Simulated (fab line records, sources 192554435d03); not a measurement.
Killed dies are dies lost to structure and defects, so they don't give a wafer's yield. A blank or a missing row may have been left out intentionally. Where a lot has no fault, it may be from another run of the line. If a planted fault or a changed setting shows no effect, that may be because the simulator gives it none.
Matching of chambers -- flow n5-finfet -- rie-diel-05 running N5_SDB_STRIP_21: 4 sister chambers
The step strips in CF4. 8 wafers are shown with their chamber, then 8 later ones without.

## WAFERS WITH THEIR CHAMBER
wafer,chamber,drypump-motor-current-A (A),throttle-valve-pct (%)
L078.4,0,6.0,13.4
L078.6,1,6.3,13.3
L084.2,0,6.0,13.4
L084.6,3,4.9,13.0
L085.2,2,6.6,13.7
L085.5,1,6.4,13.4
L085.6,2,6.6,13.7
L092.1,3,4.9,13.0

## WAFERS WITHOUT THEIR CHAMBER
wafer,drypump-motor-current-A (A),throttle-valve-pct (%)
L092.2,6.6,13.7
L092.3,6.0,13.4
L093.3,6.0,13.4
L093.4,6.6,13.7
L093.6,4.9,13.0
L096.2,6.6,13.8
L096.4,6.4,13.4
L096.6,4.9,13.0

## THE CHAMBER EACH PASSED THROUGH
wafer,from the rows above,in truth
L092.2,2,2
L092.3,0,0
L093.3,0,0
L093.4,2,2
L093.6,3,3
L096.2,2,2
L096.4,1,1
L096.6,3,3
8 of 8 placed correctly. Left unplaced by these rows: 0. Number placed wrongly: 0.
How it was worked out, from the rows above alone: a wafer's distance from a chamber is the root of the sum, over the readings, of the square of ((its reading less the chamber's mean) divided by the reading's scatter). If the next closest chamber is less than 2 further off than the closest, the wafer can't be placed; otherwise it belongs to the closest. For every chamber, the mean is computed from those of its wafers that are shown. The scatter is the square root of a quotient: the sum, over the shown wafers, of each reading's squared deviation from its chamber's mean, divided by wafers minus chambers.
